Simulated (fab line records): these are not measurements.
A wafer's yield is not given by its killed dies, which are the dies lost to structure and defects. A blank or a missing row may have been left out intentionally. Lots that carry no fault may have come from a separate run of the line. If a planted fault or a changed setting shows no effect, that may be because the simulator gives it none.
fab line records ; flow n5Finfet
record: lots: 7; wafers: 21; lastDay: 19
route steps=1938 shown MOL_CONTACT_COAG@539 BEOL_M4@1111 PASSIVATION@1936
lots that met no fault: from a run of the same line without faults
startH: the number of hours between the record's first day and the start of the first shown wafer of the lot ; waitH: hours elapsed since this lot's preceding step ; " same as the row above ; L1.1+2: a single row standing in for several wafers ; - no value present, or no start provided ; * or withheld: withheld ; < > ~ a bound
route shown NAME@n: names a module that has steps shown in the file, with the first one's number in the route ; usual: mean/standard deviation taken from wafers without a fault ; same: alike in all rows ; chamber/n: place in a boat ; sites: readings site by site ; _std_site: their standard deviation ; _edge_site: the outer-site mean with the inner-site mean subtracted ; radiusMm: for every site, how far away it sits from the centre of the wafer ; mask NAME#n: copy n ; behind: the most recent tool/chamber to have shaped the wafer ; hold: reason for holding the lot/hours on hold/outcome of the hold ; device: transistor that didn't switch, given as n, p or np ; end of line: tests of these same wafers at the route's end ; step lacking rows: just its recipe ; killed: dies that structure and defects cost at the first sort, which is not the same as the wafer's yield ; map: shows each die of a wafer: x if killed, . if not, _ if none is there
set.NAME: the run value of the setting; set.NAME@STEP: its run value at that earlier step ; model.NAME: the simulator's own value behind a step, which no gauge read
lots at selected steps of the route; one table per step, one row per wafer
services: from which hour (startH, from the record's first day; less than 0 if before it) a tool's chamber was out of use, for how many hours, and why
== steps ==
step: N5_MOL_CONTACT_COAG_STRIP_98
recipe: chemistry: N2/H2; powerW: 500; tempC: 40; pressureMtorr: 50; rfFrequencyHz: 6e+07; overashFraction: 0.3; biasPowerW: 8; h2Frac: 0.5; n2FlowSccm: 300; h2FlowSccm: 300
step: N5_MOL_CONTACT_COAG_CD_MEAS_99
recipe: targetCdNm: 17.2; polarity: opening
usual: cdNm: 17.1/0.33
lot.wafer;tool;chamber;startH;waitH;cdNm
L415.2;cdSem-01;-;112.27;-;17.1
L415.5;cdSem-01;-;112.27;-;17.5
L415.6;cdSem-01;-;112.27;-;17.6
L417.1;cdSem-02;-;125.12;-;16.7
L417.2;cdSem-02;-;125.12;-;17.5
L417.4;cdSem-02;-;125.12;-;17.6
L418.3;cdSem-01;-;131.84;-;16.7
L418.4;cdSem-01;-;131.84;-;16.9
L418.6;cdSem-01;-;131.84;-;17.5
L419.3;cdSem-01;-;139.57;-;17.4
L419.4;cdSem-01;-;139.57;-;17.5
L419.5;cdSem-01;-;139.57;-;16.9
L428.2;cdSem-03;-;191.54;-;17.5
L428.3;cdSem-03;-;191.54;-;17.4
L428.5;cdSem-03;-;191.54;-;17.7
L429.1;cdSem-01;-;196.96;-;17.3
L429.4;cdSem-01;-;196.96;-;17.3
L429.5;cdSem-01;-;196.96;-;16.7
L433.2;cdSem-02;-;217.99;-;16.9
L433.5;cdSem-02;-;217.99;-;16.7
L433.6;cdSem-02;-;217.99;-;16.8
step: N5_MOL_CONTACT_COAG_IMPLANT_129
recipe: species: Ge; energyKev: 3; doseCm2: 6e+14; tiltDeg: 0; rotationDeg: 0
step: N5_MOL_CONTACT_COAG_PRECLEAN_111
recipe: chemistry: NF3:NH3; afsCycles: 1; tempC: 30; timeS: 20; sublimationTempC: 180; sublimationTimeS: 60; pressureTorr: 3; rfPowerW: 30
step: N5_MOL_CONTACT_COAG_TI_SIL_19
recipe: material: Ti; targetThkA: 42; tempC: 200; chamberPressurePa: 5; powerW: 5000; timeS: 15
step: N5_MOL_CONTACT_COAG_ALD_20
recipe: material: TiN; targetThkA: 15; tempC: 400; aldPrecursorFamily: TiCl4; aldCoReactant: NH3; pulseTimeS: 1; purgeTimeS: 3; coReactantPurgeTimeS: 2; coReactantPulseTimeS: 2; aldCycles: 68; pressureTorr: 3
step: N5_MOL_CONTACT_COAG_SIL_ANNEAL_21
recipe: tempC: 550; timeS: 60; ambient: N2
usual: lampPowerPct: 6.1/0.39; wafer_temp_C_max: 553.0/0.59
lot.wafer;tool;chamber;startH;waitH;lampPowerPct;wafer_temp_C_max
L415.2;rtpAnneal-01;0;114.44;0.2;6.4;552.4
L415.5;rtpAnneal-01;0;114.44;0.2;6.4;553.0
L415.6;rtpAnneal-01;0;114.44;0.2;6.4;552.4
L417.1;rtpAnneal-02;0;126.27;0.2;5.6;554.0
L417.2;rtpAnneal-02;0;126.27;0.2;5.6;552.4
L417.4;rtpAnneal-02;0;126.27;0.2;5.6;553.0
L418.3;rtpAnneal-01;0;132.88;0.3;6.4;552.2
L418.4;rtpAnneal-01;0;132.88;0.3;6.4;552.4
L418.6;rtpAnneal-01;0;132.88;0.3;6.4;552.7
L419.3;rtpAnneal-01;0;140.58;0.3;6.4;554.2
L419.4;rtpAnneal-01;0;140.58;0.3;6.4;553.6
L419.5;rtpAnneal-01;0;140.58;0.3;6.4;553.6
L428.2;rtpAnneal-01;0;193.76;0.2;6.4;552.5
L428.3;rtpAnneal-01;0;193.76;0.2;6.4;552.7
L428.5;rtpAnneal-01;0;193.76;0.2;6.4;553.4
L429.1;rtpAnneal-02;0;197.95;0.2;5.6;552.4
L429.4;rtpAnneal-02;0;197.95;0.2;5.6;552.9
L429.5;rtpAnneal-02;0;197.95;0.2;5.6;553.2
L433.2;rtpAnneal-01;0;219.26;0.4;6.4;552.2
L433.5;rtpAnneal-01;0;219.26;0.4;6.4;553.3
L433.6;rtpAnneal-01;0;219.26;0.4;6.4;552.3
step: N5_MOL_CONTACT_COAG_PRE_CLEAN_141
recipe: gas: H2/He; timeS: 60; tempC: 300
usual: heaterPowerW: 472/51
lot.wafer;tool;chamber;startH;waitH;heaterPowerW
L415.2;pvdSputter-01;-;115.06;0.6;503
L415.5;pvdSputter-01;-;115.06;0.6;533
L415.6;pvdSputter-01;-;115.06;0.6;503
L417.1;pvdSputter-02;-;128.75;2.5;406
L417.2;pvdSputter-02;-;128.75;2.5;583
L417.4;pvdSputter-02;-;128.75;2.5;471
L418.3;pvdSputter-03;-;133.36;0.5;436
L418.4;pvdSputter-03;-;133.36;0.5;431
L418.6;pvdSputter-03;-;133.36;0.5;463
L419.3;pvdSputter-03;-;142.42;1.8;446
L419.4;pvdSputter-03;-;142.42;1.8;496
L419.5;pvdSputter-03;-;142.42;1.8;496
L428.2;pvdSputter-02;-;194.31;0.5;405
L428.3;pvdSputter-02;-;194.31;0.5;413
L428.5;pvdSputter-02;-;194.31;0.5;590
L429.1;pvdSputter-03;-;200.89;2.9;429
L429.4;pvdSputter-03;-;200.89;2.9;436
L429.5;pvdSputter-03;-;200.89;2.9;511
L433.2;pvdSputter-02;-;221.06;1.8;403
L433.5;pvdSputter-02;-;221.06;1.8;414
L433.6;pvdSputter-02;-;221.06;1.8;596
step: N5_MOL_CONTACT_COAG_SPUTTER_143
recipe: material: Co; targetThkA: 25; tempC: 25; chamberPressurePa: 0.2
usual: chamberPressurePa: 0.2000/0.0004; substrateTempC: 25.02/0.1; throttleValvePct: 30.1/0.95
lot.wafer;tool;chamber;startH;waitH;chamberPressurePa;substrateTempC;throttleValvePct
L415.2;pvdSputter-01;-;115.12;0.0;0.2004;25.02;30.1
L415.5;pvdSputter-01;-;115.12;0.0;0.1999;24.95;28.9
L415.6;pvdSputter-01;-;115.12;0.0;0.2001;25.01;30.5
L417.1;pvdSputter-02;-;128.81;0.0;0.2007;25.01;31.2
L417.2;pvdSputter-02;-;128.81;0.0;0.1994;24.92;29.9
L417.4;pvdSputter-02;-;128.81;0.0;0.1997;24.91;30.7
L418.3;pvdSputter-03;-;133.42;0.0;0.1997;24.80;30.3
L418.4;pvdSputter-03;-;133.42;0.0;0.2006;25.04;30.9
L418.6;pvdSputter-03;-;133.42;0.0;0.1995;25.20;29.7
L419.3;pvdSputter-03;-;142.48;0.0;0.2003;25.02;29.8
L419.4;pvdSputter-03;-;142.48;0.0;0.1994;25.10;28.2
L419.5;pvdSputter-03;-;142.48;0.0;0.2002;25.10;28.4
L428.2;pvdSputter-02;-;194.37;0.0;0.1999;25.00;29.7
L428.3;pvdSputter-02;-;194.37;0.0;0.1998;24.95;31.3
L428.5;pvdSputter-02;-;194.37;0.0;0.2000;24.93;29.6
L429.1;pvdSputter-03;-;200.95;0.0;0.1995;25.13;31.0
L429.4;pvdSputter-03;-;200.95;0.0;0.2003;24.96;30.3
L429.5;pvdSputter-03;-;200.95;0.0;0.1996;25.02;28.6
L433.2;pvdSputter-02;-;221.12;0.0;0.2003;25.14;31.2
L433.5;pvdSputter-02;-;221.12;0.0;0.2005;25.06;29.3
L433.6;pvdSputter-02;-;221.12;0.0;0.2015;25.09;29.8
step: N5_MOL_CONTACT_COAG_CO_FILL_22
recipe: material: Co; targetThkA: 200; tempC: 200; precursor: CCTBA/H2; pressureTorr: 30
usual: heaterPowerW: 240/30
lot.wafer;tool;chamber;startH;waitH;heaterPowerW
L415.2;cvdCo-02;2;115.24;0.1;225
L415.5;cvdCo-02;2;115.24;0.1;229
L415.6;cvdCo-02;1;115.24;0.1;239
L417.1;cvdCo-01;0;128.93;0.1;216
L417.2;cvdCo-01;2;128.93;0.1;230
L417.4;cvdCo-01;2;128.93;0.1;223
L418.3;cvdCo-02;1;133.57;0.1;226
L418.4;cvdCo-02;1;133.57;0.1;237
L418.6;cvdCo-02;0;133.57;0.1;248
L419.3;cvdCo-02;0;142.60;0.1;246
L419.4;cvdCo-02;0;142.60;0.1;247
L419.5;cvdCo-02;1;142.60;0.1;233
L428.2;cvdCo-01;2;194.49;0.1;230
L428.3;cvdCo-01;0;194.49;0.1;218
L428.5;cvdCo-01;1;194.49;0.1;316
L429.1;cvdCo-01;1;201.07;0.1;310
L429.4;cvdCo-01;2;201.07;0.1;231
L429.5;cvdCo-01;1;201.07;0.1;320
L433.2;cvdCo-01;2;221.24;0.1;230
L433.5;cvdCo-01;0;221.24;0.1;222
L433.6;cvdCo-01;1;221.24;0.1;314
step: N5_MOL_CONTACT_COAG_ANNEAL_113
recipe: tempC: 400; timeS: 300; ambient: H2/N2
usual: lampPowerPct: 2.54/0.17; wafer_temp_C_max: 402.2/0.42
lot.wafer;tool;chamber;startH;waitH;lampPowerPct;wafer_temp_C_max
L415.2;rtpAnneal-02;0;116.00;0.5;2.40;402.4
L415.5;rtpAnneal-02;0;116.00;0.5;2.40;401.6
L415.6;rtpAnneal-02;0;116.00;0.5;2.40;402.1
L417.1;rtpAnneal-02;0;129.84;0.6;2.40;401.5
L417.2;rtpAnneal-02;0;129.84;0.6;2.40;402.3
L417.4;rtpAnneal-02;0;129.84;0.6;2.40;401.5
L418.3;rtpAnneal-01;0;134.49;0.6;2.74;402.2
L418.4;rtpAnneal-01;0;134.49;0.6;2.74;402.3
L418.6;rtpAnneal-01;0;134.49;0.6;2.75;402.8
L419.3;rtpAnneal-02;0;143.70;0.8;2.40;402.0
L419.4;rtpAnneal-02;0;143.70;0.8;2.40;403.0
L419.5;rtpAnneal-02;0;143.70;0.8;2.40;402.5
L428.2;rtpAnneal-02;0;195.30;0.5;2.40;402.6
L428.3;rtpAnneal-02;0;195.30;0.5;2.41;402.8
L428.5;rtpAnneal-02;0;195.30;0.5;2.40;402.8
L429.1;rtpAnneal-02;0;201.69;0.3;2.40;401.7
L429.4;rtpAnneal-02;0;201.69;0.3;2.40;402.0
L429.5;rtpAnneal-02;0;201.69;0.3;2.40;402.1
L433.2;rtpAnneal-02;0;222.01;0.5;2.40;402.0
L433.5;rtpAnneal-02;0;222.01;0.5;2.40;403.1
L433.6;rtpAnneal-02;0;222.01;0.5;2.40;401.9
step: N5_MOL_CONTACT_COAG_PRE_CLEAN_142
recipe: gas: H2/He; timeS: 60; tempC: 300
step: N5_MOL_CONTACT_COAG_SPUTTER_130
recipe: material: Co; targetThkA: 475; tempC: 25; chamberPressurePa: 0.5; powerW: 3000
usual: cathodeDcPowerW: 3000.1/0.54; chamberPressurePa: 0.5001/0.00096; throttleValvePct: 30.0/0.9
lot.wafer;tool;chamber;startH;waitH;cathodeDcPowerW;chamberPressurePa;throttleValvePct
L415.2;pvdSputter-01;-;117.56;0.0;3000.6;0.5000;31.8
L415.5;pvdSputter-01;-;117.56;0.0;3000.3;0.4997;29.6
L415.6;pvdSputter-01;-;117.56;0.0;3000.1;0.4993;28.9
L417.1;pvdSputter-03;-;132.22;0.0;-;-;-
L417.2;pvdSputter-03;-;132.22;0.0;-;-;-
L417.4;pvdSputter-03;-;132.22;0.0;-;-;-
L418.3;pvdSputter-01;-;136.28;0.0;-;-;-
L418.4;pvdSputter-01;-;136.28;0.0;-;-;-
L418.6;pvdSputter-01;-;136.28;0.0;-;-;-
L419.3;pvdSputter-02;-;148.27;0.0;-;-;-
L419.4;pvdSputter-02;-;148.27;0.0;-;-;-
L419.5;pvdSputter-02;-;148.27;0.0;-;-;-
L428.2;pvdSputter-01;-;197.31;0.0;3001.3;0.4992;30.1
L428.3;pvdSputter-01;-;197.31;0.0;3000.6;0.5014;29.2
L428.5;pvdSputter-01;-;197.31;0.0;2999.7;0.5003;29.4
L429.1;pvdSputter-02;-;202.97;0.0;3000.3;0.4988;29.7
L429.4;pvdSputter-02;-;202.97;0.0;2999.4;0.5010;31.1
L429.5;pvdSputter-02;-;202.97;0.0;3000.0;0.4997;29.7
L433.2;pvdSputter-01;-;224.77;0.0;3001.1;0.5004;29.4
L433.5;pvdSputter-01;-;224.77;0.0;2999.7;0.4992;28.7
L433.6;pvdSputter-01;-;224.77;0.0;2999.6;0.5002;30.1
step: N5_MOL_CONTACT_COAG_PRECLEAN_125
recipe: chemistry: DIW; timeS: 57.5; tempC: 23
step: N5_MOL_CONTACT_COAG_SRD_126
recipe: dryTimeS: 32; dry: n2Spin; spinRpm: 1500
step: N5_MOL_CONTACT_COAG_CMP_23
recipe: stopOn: SiO2; tOverpolishS: 1.5; postCmpClean: cuAlkaline; downForcePsi: 2; platenRpm: 50.289; padVelocityMS: 1.0006; targetThkNm: 0
usual: motorCurrentA: 8.0/0.78
lot.wafer;tool;chamber;startH;waitH;motorCurrentA;model.Co_of_MOL_CONTACT_COAG_CO_FILL_22.thkNm
L415.2;cmp-04;0;117.75;0.0;7.8;20
L415.5;cmp-04;0;117.75;0.0;8.0;19.8
L415.6;cmp-04;1;117.75;0.0;7.8;20
L417.4;cmp-03;3;132.43;0.1;8.6;0
L417.2;cmp-03;0;132.43;0.1;9.6;0
L417.1;cmp-03;2;132.43;0.1;8.1;0
L418.3;cmp-03;2;136.50;0.1;8.6;0
L418.4;cmp-03;0;136.50;0.1;9.7;0
L418.6;cmp-03;2;136.50;0.1;8.2;0
L419.4;cmp-04;0;148.45;0.0;8.2;0
L419.3;cmp-04;1;148.45;0.0;8.2;0
L419.5;cmp-04;1;148.45;0.0;8.2;0
L428.2;cmp-04;0;197.50;0.0;8.0;20
L428.3;cmp-04;2;197.50;0.0;7.9;20
L428.5;cmp-04;1;197.50;0.0;7.5;20.2
L429.4;cmp-02;0;203.23;0.1;7.1;20.4
L429.1;cmp-02;1;203.23;0.1;7.4;19.8
L429.5;cmp-02;2;203.23;0.1;8.1;19.8
L433.2;cmp-04;2;225.09;0.1;8.5;20
L433.6;cmp-04;3;225.09;0.1;9.0;19.8
L433.5;cmp-04;0;225.09;0.1;8.4;20.2
step: N5_BEOL_M4_RC_MEAS_101
usual: DIBL_N: 36.0/1.6; DIBL_P: 35.8/2; IOFF_N: 0.152/0.03; IOFF_P: 0.20/0.031; ION_N: 670/12; ION_P: 459/7.4; SS_N: 71.5/0.56; SS_P: 73.2/0.64; VT_N: 251/3.5; VT_P: -252/3.3
lot.wafer;tool;chamber;startH;waitH;DIBL_N[mV/V];DIBL_P[mV/V];IOFF_N[nA/um];IOFF_P[nA/um];ION_N[uA/um];ION_P[uA/um];SS_N[mV/dec];SS_P[mV/dec];VT_N[mV];VT_P[mV]
L415.2;prober-01;0;219.36;0.2;36.9;36.5;0.134;0.19;666;458;71.5;73.0;258;-251
L415.5;prober-01;0;219.36;0.2;37.1;37.2;0.147;0.20;666;459;71.7;73.5;255;-253
L415.6;prober-01;0;219.36;0.2;35.7;35.8;0.131;0.18;660;456;70.9;72.6;252;-253
L417.1;prober-02;0;238.84;0.0;39.8;40.2;0.254;0.27;701;467;72.1;74.8;241;-246
L417.2;prober-02;0;238.84;0.0;36.8;36.3;0.168;0.19;676;456;71.7;72.9;250;-253
L417.4;prober-02;0;238.84;0.0;36.4;36.6;0.169;0.20;684;463;71.2;73.4;249;-254
L418.3;prober-01;0;241.69;0.3;38.7;37.2;0.189;0.24;674;461;72.8;73.8;248;-248
L418.4;prober-01;0;241.69;0.3;37.1;35.6;0.155;0.22;664;460;71.8;73.9;253;-248
L418.6;prober-01;0;241.69;0.3;36.7;34.9;0.148;0.20;684;465;71.5;73.1;251;-250
L419.3;prober-01;0;246.25;0.3;37.4;37.2;0.158;0.20;676;463;72.6;73.1;250;-253
L419.4;prober-01;0;246.25;0.3;35.7;35.1;0.136;0.18;684;463;71.2;73.2;250;-253
L419.5;prober-01;0;246.25;0.3;34.2;34.1;0.114;0.16;658;457;71.5;71.8;257;-256
L428.2;prober-02;0;292.00;0.2;35.6;32.7;0.127;0.16;656;443;71.8;73.0;254;-257
L428.3;prober-02;0;292.00;0.2;35.2;33.2;0.122;0.15;659;443;71.1;73.0;256;-258
L428.5;prober-02;0;292.00;0.2;34.1;32.0;0.109;0.14;673;459;71.4;71.8;257;-258
L429.1;prober-02;0;294.03;0.0;38.4;39.4;0.211;0.26;691;465;71.5;73.6;246;-249
L429.4;prober-02;0;294.03;0.0;36.8;36.9;0.173;0.21;679;458;71.2;74.0;249;-250
L429.5;prober-02;0;294.03;0.0;39.4;40.1;0.222;0.27;698;474;72.0;74.7;243;-247
L433.2;prober-01;0;342.92;0.2;34.5;35.1;0.144;0.21;666;463;71.2;73.4;252;-252
L433.5;prober-01;0;342.92;0.2;34.5;33.8;0.140;0.19;667;457;71.4;72.7;251;-250
L433.6;prober-01;0;342.92;0.2;33.8;33.5;0.125;0.19;664;461;71.3;72.7;253;-250
step: N5_PASSIVATION_PROBE_49
usual: defectLimitedYield: 91.6/1.4; killed_at_M0_to_M3: 33/10; killed_at_M4_up: 13/5.3; killedAtContacts: 13/5.9; killedAtFrontEnd: 36/12; killedAtOther: 4/3.1; killedDies: 99/16; killedOnRim: 13/4.2; killedOpen: 65/13; killedShort: 32/7.3; sort_bin_5_function: 4.9/0.9; sort_bin_6_memory: 3.1/0.66; sortNPass: 1081/17; sortYieldPct: 91.6/1.4
same: grossDies: 1180; killedAtBackSide: 0; sort_bin_4_leakage[%]: 0; sort_bin_8_speed[%]: 0
lot.wafer;tool;chamber;startH;waitH;defectLimitedYield[%];killed_at_M0_to_M3;killed_at_M4_up;killedAtContacts;killedAtFrontEnd;killedAtOther;killedDies;killedOnRim;killedOpen;killedShort;sort_bin_5_function[%];sort_bin_6_memory[%];sortNPass;sortYieldPct[%]
L417.1;prober-02;-;335.16;0.0;89.5;35;8;8;68;5;124;12;64;36;5.1;3.1;1056;89.5
L417.2;prober-02;-;335.21;0.1;92.1;35;11;12;33;2;93;11;60;33;4.2;3.5;1087;92.1
L417.4;prober-02;-;335.31;0.2;92.6;31;15;11;27;3;87;10;53;33;4.2;3.0;1093;92.6
L418.3;prober-01;-;341.50;0.1;92.3;20;15;13;40;3;91;16;64;26;4.8;2.7;1089;92.3
L418.4;prober-01;-;341.55;0.2;91.8;34;17;8;29;9;97;10;68;29;5.8;2.2;1083;91.8
L418.6;prober-01;-;341.65;0.3;91.9;37;11;8;35;4;95;9;52;42;4.3;3.6;1085;91.9
L419.4;prober-01;-;349.50;0.2;91.9;45;15;11;22;2;95;18;72;20;5.2;2.7;1085;91.9
L419.5;prober-01;-;349.55;0.2;93.1;28;20;5;26;2;81;15;57;21;4.7;1.9;1099;93.1
L428.2;prober-02;-;394.09;0.1;90.3;39;13;9;52;1;114;19;68;38;5.4;3.5;1066;90.3
L428.3;prober-02;-;394.14;0.1;90.3;26;15;21;49;3;114;14;82;32;5.7;3.6;1066;90.3
L428.5;prober-02;-;394.24;0.2;94.2;19;9;7;32;2;69;8;40;23;3.4;2.2;1111;94.2
L429.1;prober-01;-;404.28;0.0;93.4;24;12;5;33;4;78;11;53;22;3.5;2.9;1102;93.4
L429.4;prober-01;-;404.43;0.2;93.6;24;9;7;27;8;75;10;46;27;3.7;2.5;1105;93.6
L429.5;prober-01;-;404.48;0.2;94.0;27;9;8;20;7;71;15;45;22;3.1;2.7;1109;94.0
killed by level:class
L417.1 HKMG_FIN:areaEtch=23 FIN_SAQP:geometricParticle:open=12 FIN_SAQP:geometricParticle:short=11 BEOL_M0_SAQP:geometricParticle:short=9 BEOL_M0_SAQP:geometricParticle:open=9 STI_FIN_REVEAL:geometricParticle:open=6 MOL_CONTACT_COAG:geometricParticle:open=6 BEOL_M2:geometricParticle:open=5
L417.2 BEOL_M0_SAQP:geometricParticle:open=10 MOL_CONTACT_COAG:geometricParticle:open=9 BEOL_M2:geometricParticle:open=8 BEOL_M1:geometricParticle:short=6 STARTING-WAFER:geometricParticle:open=6 FIN_SAQP:geometricParticle:short=5 FIN_SAQP:geometricParticle:open=5 BEOL_M2:geometricParticle:short=4
L417.4 MOL_CONTACT_COAG:geometricParticle:open=7 GATE_CUT:geometricParticle:short=6 BEOL_M1:geometricParticle:open=6 BEOL_M3:geometricParticle:open=6 FIN_SAQP:geometricParticle:short=5 BEOL_M4:geometricParticle:open=5 FIN_SAQP:geometricParticle:open=4 STI_FIN_REVEAL:geometricParticle:open=4
L418.3 MOL_CONTACT_COAG:geometricParticle:open=13 GATE_CUT:geometricParticle:short=8 BEOL_M4:geometricParticle:open=7 FIN_SAQP:geometricParticle:open=6 STI_FIN_REVEAL:geometricParticle:open=6 BEOL_M0_SAQP:geometricParticle:open=5 FIN_SAQP:geometricParticle:short=4 GATE_CUT:geometricParticle:open=4
L418.4 BEOL_M3:geometricParticle:open=11 BEOL_M0_SAQP:geometricParticle:short=10 GATE_CUT:geometricParticle:open=9 MOL_CONTACT_COAG:geometricParticle:open=8 BEOL_M4:geometricParticle:open=7 BEOL_M0_SAQP:geometricParticle:open=6 FIN_SAQP:geometricParticle:open=4 STI_FIN_REVEAL:geometricParticle:open=3
L418.6 FIN_SAQP:geometricParticle:open=8 BEOL_M2:geometricParticle:short=8 BEOL_M1:geometricParticle:open=7 STI_FIN_REVEAL:geometricParticle:open=6 MOL_CONTACT_COAG:geometricParticle:open=6 BEOL_M0_SAQP:geometricParticle:short=5 BEOL_M1:geometricParticle:short=4 BEOL_M2:geometricParticle:open=4
L419.4 BEOL_M0_SAQP:geometricParticle:open=12 BEOL_M3:geometricParticle:open=11 MOL_CONTACT_COAG:geometricParticle:open=9 BEOL_M1:geometricParticle:open=8 STI_FIN_REVEAL:geometricParticle:open=6 BEOL_M2:geometricParticle:open=6 BEOL_M4:geometricParticle:open=6 BEOL_M0_SAQP:geometricParticle:short=4
L419.5 BEOL_M1:geometricParticle:open=11 BEOL_M4:geometricParticle:open=6 MOL_CONTACT_COAG:geometricParticle:open=5 BEOL_M2:geometricParticle:open=5 BEOL_M8:geometricParticle:open=5 STI_FIN_REVEAL:geometricParticle:open=4 DUMMY_GATE:geometricParticle:open=4 FIN_SAQP:geometricParticle:open=3
L428.2 FIN_SAQP:geometricParticle:open=17 BEOL_M0_SAQP:geometricParticle:short=12 BEOL_M0_SAQP:geometricParticle:open=12 STI_FIN_REVEAL:geometricParticle:open=10 MOL_CONTACT_COAG:geometricParticle:open=8 BEOL_M1:geometricParticle:short=8 BEOL_M1:geometricParticle:open=7 HKMG_FIN:areaEtch=7
L428.3 STI_FIN_REVEAL:geometricParticle:open=17 MOL_CONTACT_COAG:geometricParticle:open=15 FIN_SAQP:geometricParticle:open=14 BEOL_M0_SAQP:geometricParticle:open=9 MOL_CONTACT_COAG:geometricParticle:short=6 BEOL_M4:geometricParticle:open=6 STI_FIN_REVEAL:geometricParticle:short=5 BEOL_M0_SAQP:geometricParticle:short=5
L428.5 FIN_SAQP:geometricParticle:open=8 FIN_SAQP:geometricParticle:short=6 MOL_CONTACT_COAG:geometricParticle:open=6 BEOL_M4:geometricParticle:open=6 BEOL_M0_SAQP:geometricParticle:short=5 BEOL_M0_SAQP:geometricParticle:open=4 STI_FIN_REVEAL:geometricParticle:open=3 ILD0:geometricParticle:short=3
L429.1 DUMMY_GATE:geometricParticle:open=10 BEOL_M5:geometricParticle:open=7 BEOL_M1:geometricParticle:open=6 BEOL_M3:geometricParticle:open=6 GATE_CUT:geometricParticle:short=5 FIN_SAQP:geometricParticle:open=4 DUMMY_GATE:geometricParticle:short=4 MOL_CONTACT_COAG:geometricParticle:open=4
L429.4 MOL_CONTACT_COAG:geometricParticle:open=7 BEOL_M3:geometricParticle:open=7 BEOL_M0_SAQP:geometricParticle:open=6 ILD0:geometricParticle:short=4 MIM_BOT:geometricParticle:open=4 STARTING-WAFER:geometricParticle:open=4 GATE_CUT:geometricParticle:short=3 BEOL_M0_SAQP:geometricParticle:short=3
L429.5 MOL_CONTACT_COAG:geometricParticle:open=7 BEOL_M1:geometricParticle:open=7 GATE_CUT:geometricParticle:open=6 BEOL_M3:geometricParticle:open=6 BEOL_M0_SAQP:geometricParticle:short=5 MIM_BOT:geometricParticle:short=5 GATE_CUT:geometricParticle:short=3 BEOL_M0_SAQP:geometricParticle:open=3
== services ==
tool;chamber;startH;hours;kind
cmp-04;-;91.55;4.4;repair
cmp-02;-;94.97;13.4;pm
pvdSputter-03;-;108.25;5.5;repair
cvdCo-01;1;114.67;-;clean
cvdCo-01;1;114.67;22.0;scheduledDown
cvdCo-01;1;114.67;22.0;ventCycle
cmp-02;-;115.04;3.9;repair
cmp-04;-;126.33;2.0;repair
cmp-04;-;131.62;7.0;repair
cmp-04;-;141.32;3.6;pm
pvdSputter-01;-;143.59;5.2;repair
cmp-04;-;148.68;4.0;pm
cmp-04;-;152.68;-;consumableReplace:conditioner
cmp-04;-;152.68;-;consumableReplace:pad
cmp-04;-;155.04;0.3;repair
cvdCo-02;-;158.69;6.9;pm
cmp-04;-;168.52;5.7;pm
cmp-04;-;174.28;2.0;repair
cmp-03;-;205.77;5.1;pm
cmp-03;-;211.24;3.4;pm
cmp-03;-;215.43;0.8;repair
cmp-03;-;216.23;10.9;pm
== key ==
firstSign: step: N5_MOL_CONTACT_COAG_SPUTTER_130; reading: toolRecord; direction: missing
effect none on later readings
modelEffect: step: N5_MOL_CONTACT_COAG_CMP_23; value: Co_of_MOL_CONTACT_COAG_CO_FILL_22.thkNm; without: 19.91; struck: 0
metAt N5_MOL_CONTACT_COAG_SPUTTER_130
struckWafers L417.1,L417.2,L417.4,L418.3,L418.4,L418.6,L419.3,L419.4,L419.5
baselineLoss: step: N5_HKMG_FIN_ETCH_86; wafers: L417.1
onsetBetween 117.56 132.22
fault: kind: skippedStepWhole; tool: pvdSputter-01,pvdSputter-02,pvdSputter-03; chamber: -; onsetH: 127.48; steps: N5_MOL_CONTACT_COAG_SPUTTER_130; scope: struckLotsOnly
baselineLoss: these wafers lose ten dies or more at that step, a loss of the line's own and not of a fault; the sort's usual values leave them out
